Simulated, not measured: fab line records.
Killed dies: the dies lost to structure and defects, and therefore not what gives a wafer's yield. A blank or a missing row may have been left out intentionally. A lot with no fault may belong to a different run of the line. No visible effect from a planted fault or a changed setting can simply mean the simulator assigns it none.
Chamber matching + flow n5_finfet + pecvd-02 running N5_BEOL_M0_SAQP_PECVD_04: 3 sister chambers
The step deposits a-Si from SiH4/He, target thk 60 nm, time 60.2 s. 14 wafers are shown with their chamber, then 7 later ones without.

## WAFERS WITH THEIR CHAMBER
| wafer  | chamber | throttle_valve_pct (%) | showerhead_vpp_V (V) | heater_power_w (W) |
|--------|---------|------------------------|----------------------|--------------------|
| L074.3 | 2       | 16.6                   | 630                  | 510                |
| L074.4 | 0       | 17.8                   | 612                  | 568                |
| L074.5 | 1       | 18.5                   | 591                  | 727                |
| L075.1 | 1       | 18.1                   | 589                  | 655                |
| L075.3 | 2       | 16.5                   | 649                  | 464                |
| L075.6 | 0       | 18.0                   | 609                  | 664                |
| L077.1 | 0       | 17.7                   | 595                  | 647                |
| L077.3 | 1       | 18.1                   | 607                  | 647                |
| L077.6 | 1       | 18.2                   | 599                  | 644                |
| L078.1 | 0       | 17.8                   | 602                  | 662                |
| L078.4 | 1       | 18.2                   | 589                  | 746                |
| L078.5 | 2       | 16.7                   | 640                  | 519                |
| L091.2 | 2       | 16.6                   | 649                  | 485                |
| L091.4 | 2       | 16.5                   | 636                  | 482                |

SIGNATURES (averages over the wafers above)
| reading            | chamber 0 | chamber 1 | chamber 2 | scatter within a chamber |
|--------------------|-----------|-----------|-----------|--------------------------|
| throttle_valve_pct | 17.825    | 18.220    | 16.580    | 0.129                    |
| showerhead_vpp_V   | 604.50    | 595.00    | 640.80    | 7.95                     |
| heater_power_w     | 635.25    | 683.80    | 492.00    | 40.1                     |
Rule: distance of a wafer from a chamber = root of the sum over the readings of ((wafer's reading minus chamber's mean) / reading's scatter) squared. If the next closest chamber is less than 2 further off than the closest, the wafer can't be placed; otherwise it belongs to the closest. The scatter: the root of (the sum of the squares of (reading less its chamber's mean) over the shown wafers, divided by (wafers less chambers)).

## WAFERS WITHOUT THEIR CHAMBER
| wafer  | throttle_valve_pct (%) | showerhead_vpp_V (V) | heater_power_w (W) |
|--------|------------------------|----------------------|--------------------|
| L091.6 | 18.2                   | 598                  | 606                |
| L092.2 | 16.7                   | 649                  | 500                |
| L092.3 | 18.0                   | 596                  | 633                |
| L092.5 | 16.5                   | 637                  | 493                |
| L096.3 | 16.5                   | 635                  | 469                |
| L096.4 | 16.6                   | 642                  | 462                |
| L096.5 | 18.1                   | 593                  | 721                |

## WHICH CHAMBER EACH ONE RAN IN
| wafer  | from the rows above     | in truth |
|--------|-------------------------|----------|
| L091.6 | can't be placed: 1 or 0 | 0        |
| L092.2 | 2                       | 2        |
| L092.3 | can't be placed: 0 or 1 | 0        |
| L092.5 | 2                       | 2        |
| L096.3 | 2                       | 2        |
| L096.4 | 2                       | 2        |
| L096.5 | 1                       | 1        |
Correct placement for 5 of the 7. Unplaceable from these rows: 2, with the true chamber sitting among the candidates in 2. Wrongly placed: 0.
